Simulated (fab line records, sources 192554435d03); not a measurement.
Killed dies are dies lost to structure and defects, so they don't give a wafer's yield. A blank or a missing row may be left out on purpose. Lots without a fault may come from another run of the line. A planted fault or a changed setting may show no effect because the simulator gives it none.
fab line records | flow n5_finfet
record lots=11 wafers=33 last_day=17
route steps=1938 shown BEOL_M12@1649 BEOL_M13@1671 PASSIVATION@1936
lots that met no fault: from a run of the same line without faults
start_h: hours from the record's first day to the start of the lot's first wafer shown | wait_h: hours since the lot's step before | " the same as in the row above | L1.1+2: a row that stands for several wafers | - no value, or no start given | * or withheld: withheld | < > ~ a bound
route shown NAME@n: a module of which the file shows steps, and the number in the route of the first | usual: mean/standard deviation of fault-free wafers | same: alike in all rows | chamber/n: place in a boat | sites: the reading at each site | _std_site: their standard deviation | _edge_site: outer sites' mean less inner sites' | radius_mm: how far each site lies from the wafer's centre | mask NAME#n: copy n | behind: the tool/chamber that last shaped the wafer | hold: why the lot was held/for how many hours/how that ended | device: the transistor (n, p or np) that didn't switch | end of line: the same wafers' tests at the end of the route | a step without rows: its recipe alone | killed: dies lost to structure and defects at the first sort, not the wafer's yield | map: a wafer's dies, x killed, . not, _ none there
set.NAME: the setting as run; set.NAME@STEP: as run at that earlier step | model.NAME: the simulator's own value behind a step, which no gauge read
steps of the route over a sample of lots; a table a step, a row a wafer
services: from which hour (start_h, from the record's first day; less than 0 if before it) a tool's chamber was out of use, for how many hours, and why
## steps
# step N5_BEOL_M12_SPUTTER_44
# recipe material=Ta target_thk_a=100 temp_c=50 bias_v=80 power_w=15000 chamber_pressure_pa=0.07 time_s=16.13
# usual substrate_temp_c=49.99/0.12 throttle_valve_pct=30.2/0.88
# columns lot.wafer tool chamber start_h wait_h substrate_temp_c throttle_valve_pct
L172.2 pvd_sputter-03 - 239.01 0.0 50.13 31.0
L172.3 " - " " 50.01 30.4
L172.4 " - " " 49.92 28.6
L173.1 pvd_sputter-02 - 248.82 0.0 49.84 30.1
L173.4 " - " " 50.09 31.2
L173.5 " - " " 50.04 29.7
L175.2 pvd_sputter-02 - 251.22 0.0 50.09 31.3
L175.3 " - " " 49.87 29.4
L175.4 " - " " 50.03 30.2
L174.3 pvd_sputter-01 - 257.45 0.0 50.07 31.6
L174.5 " - " " 49.87 29.0
L174.6 " - " " 50.02 30.3
L179.3 pvd_sputter-01 - 284.14 0.0 49.94 28.9
L179.5 " - " " 49.84 30.9
L179.6 " - " " 49.90 30.0
L181.1 pvd_sputter-02 - 289.12 0.0 49.98 29.7
L181.4 " - " " 49.97 29.4
L181.5 " - " " 49.87 29.8
L183.3 pvd_sputter-02 - 302.00 0.0 50.21 29.7
L183.5 " - " " 50.09 30.1
L183.6 " - " " 50.03 29.6
L187.1 pvd_sputter-02 - 332.63 0.0 49.94 29.8
L187.4 " - " " 49.83 29.8
L187.6 " - " " 50.04 30.0
L191.1 pvd_sputter-02 - 344.74 0.0 49.86 30.0
L191.5 " - " " 49.88 30.4
L191.6 " - " " 50.03 29.8
L194.1 pvd_sputter-02 - 375.61 0.0 50.05 31.4
L194.3 " - " " 49.91 30.4
L194.6 " - " " 49.87 29.8
L195.3 pvd_sputter-02 - 380.13 0.0 50.07 29.7
L195.4 " - " " 49.88 31.3
L195.6 " - " " 49.94 29.5
# step N5_BEOL_M12_ANNEAL_48
# recipe temp_c=225 time_s=90 ambient=N2
# usual wafer_temp_C_max=226.0/0.53
# columns lot.wafer tool chamber start_h wait_h wafer_temp_C_max
L172.2 rtp_anneal-02 0 239.39 0.1 226.5
L172.3 " 0 " " 226.4
L172.4 " 0 " " 226.4
L173.1 rtp_anneal-01 0 249.19 0.1 225.4
L173.4 " 0 " " 225.5
L173.5 " 0 " " 225.5
L175.2 rtp_anneal-01 0 251.61 0.1 225.7
L175.3 " 0 " " 225.6
L175.4 " 0 " " 225.8
L174.3 rtp_anneal-01 0 258.06 0.3 225.7
L174.5 " 0 " " 225.4
L174.6 " 0 " " 225.5
L179.3 rtp_anneal-02 0 284.57 0.2 226.8
L179.5 " 0 " " 226.6
L179.6 " 0 " " 227.0
L181.1 rtp_anneal-01 0 289.66 0.3 225.6
L181.4 " 0 " " 225.5
L181.5 " 0 " " 225.7
L183.3 rtp_anneal-02 0 302.43 0.2 226.4
L183.5 " 0 " " 226.1
L183.6 " 0 " " 226.6
L187.1 rtp_anneal-01 0 333.79 0.9 225.9
L187.4 " 0 " " 225.7
L187.6 " 0 " " 225.7
L191.1 rtp_anneal-01 0 345.76 0.8 225.5
L191.5 " 0 " " 225.6
L191.6 " 0 " " 225.8
L194.1 rtp_anneal-01 0 376.14 0.3 225.7
L194.3 " 0 " " 225.4
L194.6 " 0 " " 225.6
L195.3 rtp_anneal-02 0 380.90 0.5 226.9
L195.4 " 0 " " 226.3
L195.6 " 0 " " 226.8
# step N5_BEOL_M13_INSPECT_12
# recipe mode=adi inspect_instrument=macro
# usual raw_defect_count=2.1/1.5
# columns lot.wafer tool chamber start_h wait_h raw_defect_count
L172.2 defect_inspect-01 - 240.79 0.0 6
L172.3 " - " " 3
L172.4 " - " " 1
L173.1 defect_inspect-01 - 250.60 0.0 6
L173.4 " - " " 0
L173.5 " - " " 1
L175.2 defect_inspect-01 - 253.00 0.0 2
L175.3 " - " " 1
L175.4 " - " " 0
L174.3 defect_inspect-01 - 259.39 0.0 4
L174.5 " - " " 1
L174.6 " - " " 0
L179.3 defect_inspect-02 - 285.77 0.0 4
L179.5 " - " " 1
L179.6 " - " " 4
L181.1 defect_inspect-01 - 291.07 0.0 0
L181.4 " - " " 5
L181.5 " - " " 4
L183.3 defect_inspect-02 - 303.76 0.0 1
L183.5 " - " " 4
L183.6 " - " " 3
L187.1 defect_inspect-02 - 335.36 0.0 2
L187.4 " - " " 1
L187.6 " - " " 2
L191.1 defect_inspect-02 - 347.17 0.0 3
L191.5 " - " " 4
L191.6 " - " " 3
L194.1 defect_inspect-01 - 377.43 0.0 1
L194.3 " - " " 3
L194.6 " - " " 1
L195.3 defect_inspect-01 - 382.24 0.0 4
L195.4 " - " " 2
L195.6 " - " " 1
# step N5_BEOL_M13_VIA_ETCH_16
# recipe chemistry=C4F8/O2/Ar target=SiOC pressure_mtorr=30 source_w=3000 bias_w=700 Ar_flow_sccm=400 C4F8_flow_sccm=15 O2_flow_sccm=8 he_inner_torr=15 he_outer_torr=30 target_depth_a=9217 time_s=withheld ion_energy_ev=250 ends=cleared
# usual bias_w=699.9/2 drypump_motor_current_A=5.7/0.48 mfc_ar_sccm=399.8/1.2 oes_product_au=0.73/0.054 rf_vpp_V=666.8/2.8 showerhead_plenum_p_Torr=3.46/0.099 throttle_valve_pct=24.14/0.19
# columns lot.wafer tool chamber start_h wait_h bias_w drypump_motor_current_A mfc_ar_sccm oes_product_au rf_vpp_V showerhead_plenum_p_Torr throttle_valve_pct
L172.2 rie_diel-03 2 240.91 0.0 700.4 6.4 398.2 0.78 672.1 3.60 24.02
L172.3 " 1 " " 703.3 6.6 400.4 0.65 667.9 3.50 24.22
L172.4 " 2 " " 701.9 6.4 400.5 0.77 671.0 3.60 24.03
L173.1 rie_diel-01 3 250.73 0.0 698.9 5.5 399.6 0.78 666.5 3.47 24.19
L173.4 " 2 " " 700.8 4.9 399.7 0.73 662.2 3.30 23.86
L173.5 " 1 " " 698.4 5.7 399.0 0.69 666.5 3.42 24.11
L175.2 rie_diel-03 2 253.12 0.0 701.7 6.4 398.8 0.75 671.4 3.60 24.05
L175.3 " 3 " " 698.8 5.7 400.1 0.78 667.9 3.47 24.11
L175.4 " 2 " " 701.5 6.4 400.9 0.75 670.8 3.60 24.03
L174.3 rie_diel-01 2 259.51 0.0 700.7 4.9 399.8 0.73 661.4 3.30 23.86
L174.5 " 2 " " 697.5 4.9 402.0 0.73 664.1 3.30 23.87
L174.6 " 3 " " 702.4 5.5 399.6 0.78 666.9 3.47 24.18
L179.3 rie_diel-01 1 285.89 0.0 701.4 5.7 398.9 0.89 665.4 3.41 24.20
L179.5 " 1 " " 696.6 5.7 400.9 0.89 665.8 3.41 24.19
L179.6 " 2 " " 702.0 4.9 400.8 0.72 662.9 3.30 23.87
L181.1 rie_diel-01 3 291.20 0.0 700.8 5.5 399.9 0.75 667.0 3.47 24.18
L181.4 " 2 " " 703.1 4.9 398.2 0.71 663.1 3.30 23.87
L181.5 " 1 " " 699.6 5.7 398.3 0.89 665.1 3.41 24.20
L183.3 rie_diel-03 1 303.88 0.0 700.7 6.6 399.3 0.63 666.5 3.49 24.23
L183.5 " 2 " " 700.0 6.4 400.9 0.74 671.2 3.59 24.06
L183.6 " 3 " " 699.2 5.8 398.3 0.77 666.4 3.46 24.12
L187.1 rie_diel-02 3 335.48 0.0 697.5 4.9 400.4 0.81 667.9 3.48 24.06
L187.4 " 1 " " 703.4 5.8 401.1 0.81 663.0 3.35 24.38
L187.6 " 3 " " 697.5 4.9 399.5 0.81 668.2 3.48 24.07
L191.1 rie_diel-02 3 347.78 0.0 700.5 4.9 397.5 0.82 666.3 3.48 24.08
L191.5 " 3 " " 698.5 4.9 398.8 0.82 667.4 3.48 24.08
L191.6 " 2 " " 699.6 5.1 399.3 0.68 660.4 3.30 24.30
L194.1 rie_diel-03 3 377.55 0.0 696.8 5.7 400.1 0.74 666.0 3.45 24.15
L194.3 " 2 " " 703.4 6.4 400.3 0.73 670.2 3.58 24.09
L194.6 " 3 " " 697.8 5.8 400.3 0.74 665.7 3.44 24.16
L195.3 rie_diel-01 3 382.42 0.0 702.0 5.5 401.0 0.73 664.9 3.45 24.21
L195.4 " 0 " " 698.2 5.8 402.4 0.70 671.1 3.58 24.42
L195.6 " 0 " " 701.7 5.8 402.4 0.70 669.0 3.58 24.41
# step N5_PASSIVATION_PROBE_49
# usual defect_limited_yield=91.3/1.4 killed_at_M0_to_M3=34/10 killed_at_M4_up=13/4.8 killed_at_contacts=12/6.1 killed_at_front_end=40/11 killed_at_other=3.7/2.8 killed_dies=103/16 killed_open=67/12 killed_short=34/7.4 sort_bin_5_function=5.1/0.95 sort_bin_6_memory=3.2/0.62 sort_n_pass=1077/16 sort_yield_pct=91.3/1.4
# same gross_dies=1180 killed_at_back_side=0 sort_bin_4_leakage[%]=0 sort_bin_8_speed[%]=0
# columns lot.wafer tool chamber start_h wait_h defect_limited_yield[%] killed_at_M0_to_M3 killed_at_M4_up killed_at_contacts killed_at_front_end killed_at_other killed_dies killed_open killed_short sort_bin_5_function[%] sort_bin_6_memory[%] sort_n_pass sort_yield_pct[%]
L187.1 prober-01 - 368.62 0.0 90.1 20 5 11 76 5 117 85 28 5.9 3.6 1063 90.1
L187.4 prober-01 - 368.77 0.2 93.5 24 8 9 26 10 77 51 26 4.0 2.4 1103 93.5
L187.6 prober-01 - 368.87 0.3 92.1 13 10 12 46 12 93 64 27 4.6 3.2 1087 92.1
# killed by level:class
L187.1 FIN_SAQP:geometric_particle:open=35 STI_FIN_REVEAL:geometric_particle:open=17 FIN_SAQP:geometric_particle:short=11 MOL_CONTACT_COAG:geometric_particle:open=6 BEOL_M2:geometric_particle:open=5 MOL_CONTACT_COAG:geometric_particle:short=4 BEOL_M0_SAQP:geometric_particle:open=4 STARTING-WAFER:geometric_particle:open=4
L187.4 FIN_SAQP:geometric_particle:open=15 MOL_CONTACT_COAG:geometric_particle:open=5 BEOL_M1:geometric_particle:short=5 BEOL_M2:geometric_particle:open=5 BEOL_M4:geometric_particle:open=5 MOL_CONTACT_COAG:geometric_particle:short=4 BEOL_M0:geometric_particle:short=3 STI_FIN_REVEAL:geometric_particle:short=3
L187.6 FIN_SAQP:geometric_particle:open=13 STI_FIN_REVEAL:geometric_particle:open=12 MOL_CONTACT_COAG:geometric_particle:open=8 FIN_SAQP:geometric_particle:short=7 MIM_BOT:geometric_particle:open=4 MOL_CONTACT_COAG:geometric_particle:short=4 BEOL_M1:geometric_particle:open=3 BEOL_M2:geometric_particle:open=3
## services
# columns tool chamber start_h hours kind
rie_diel-01 0 216.59 1.2 repair
rie_diel-02 - 219.04 0.7 repair
rie_diel-03 2 224.91 9.3 repair
rie_diel-03 0 240.51 12.8 repair
rie_diel-02 3 256.42 2.8 repair
rie_diel-02 3 259.42 - clean
rie_diel-02 3 259.42 - consumable_replace:focus_ring
rie_diel-02 3 259.42 25.7 scheduled_down
rie_diel-02 2 267.02 6.3 repair
pvd_sputter-01 - 300.26 1.2 repair
rie_diel-01 0 301.30 18.0 repair
rie_diel-01 2 304.72 3.9 repair
rie_diel-02 - 315.20 0.5 repair
pvd_sputter-01 - 330.77 4.0 repair
rie_diel-02 2 334.70 5.6 repair
rie_diel-03 1 340.21 - clean
rie_diel-03 1 340.21 - consumable_replace:focus_ring
rie_diel-03 1 340.21 20.5 scheduled_down
rie_diel-03 1 340.21 20.5 vent_cycle
rtp_anneal-02 - 349.48 4.0 pm
rie_diel-03 - 349.76 2.8 pm
rie_diel-03 2 355.42 7.3 repair
rie_diel-02 1 363.63 4.7 repair
rie_diel-03 0 381.20 5.1 repair
## key
first_sign step=N5_BEOL_M13_VIA_ETCH_16 reading=oes_product_au direction=up sigmas=3 usual=0.73 struck=0.89
effect none on later readings
met_at N5_BEOL_M13_VIA_ETCH_16
struck_lots L179,L181
struck_wafers L179.3,L179.5,L181.5
not_acting_at N5_BEOL_M12_SPUTTER_44,N5_BEOL_M12_ANNEAL_48,N5_BEOL_M13_INSPECT_12
onset_between 259.51 285.89
fault kind=process_parameter_drift tool=rie_diel-01 chamber=- onset_h=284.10 steps=N5_BEOL_M13_VIA_ETCH_16 channel=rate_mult offset=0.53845 shape=step end_h=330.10 scope=struck_wafers_only
